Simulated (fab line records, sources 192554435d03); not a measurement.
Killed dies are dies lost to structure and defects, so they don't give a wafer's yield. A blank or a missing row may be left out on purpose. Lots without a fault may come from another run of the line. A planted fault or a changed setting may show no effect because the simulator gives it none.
Chamber matching | flow n5_finfet | N5_BEOL_M5_CO_CAP_78 on cvd_co-02: 3 sister chambers
The step material Co, precursor CCTBA/H2, target thk 2 nm, time 102.1 s. 3 wafers are shown with their chamber, then 12 later ones without.

WAFERS WITH THEIR CHAMBER
wafer  | chamber | heater_power_w (W)
L087.6 | 0       | 226
L089.2 | 1       | 209
L089.6 | 2       | 277

WAFERS WITHOUT THEIR CHAMBER
wafer  | heater_power_w (W)
L091.4 | 276
L091.5 | 224
L091.6 | 205
L093.1 | 205
L093.4 | 207
L093.5 | 225
L094.2 | 202
L094.3 | 220
L094.4 | 276
L097.1 | 223
L097.4 | 220
L097.5 | 287

WHICH CHAMBER EACH WENT THROUGH
wafer  | from the rows above     | in truth
L091.4 | 2                       | 2
L091.5 | 0                       | 0
L091.6 | 1                       | 1
L093.1 | 1                       | 1
L093.4 | 1                       | 1
L093.5 | 0                       | 0
L094.2 | 1                       | 1
L094.3 | can't be placed: 0 or 1 | 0
L094.4 | 2                       | 2
L097.1 | 0                       | 0
L097.4 | can't be placed: 0 or 1 | 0
L097.5 | 2                       | 2
Placed correctly: 10 of 12. Can't be placed from these rows: 2 (the true chamber is among the candidates in 2). Placed wrongly: 0.
How it was worked out, from the rows above alone: a wafer's distance from a chamber is the root of the sum, over the readings, of the square of ((its reading less the chamber's mean) divided by the reading's scatter). The wafer belongs to the nearest chamber; if the next one is less than 2 further off, it can't be placed. A chamber's mean is the mean of its shown wafers. The scatter: with one shown wafer a chamber, the root of the mean of the squares of how far each hidden wafer lies from its nearest shown one.
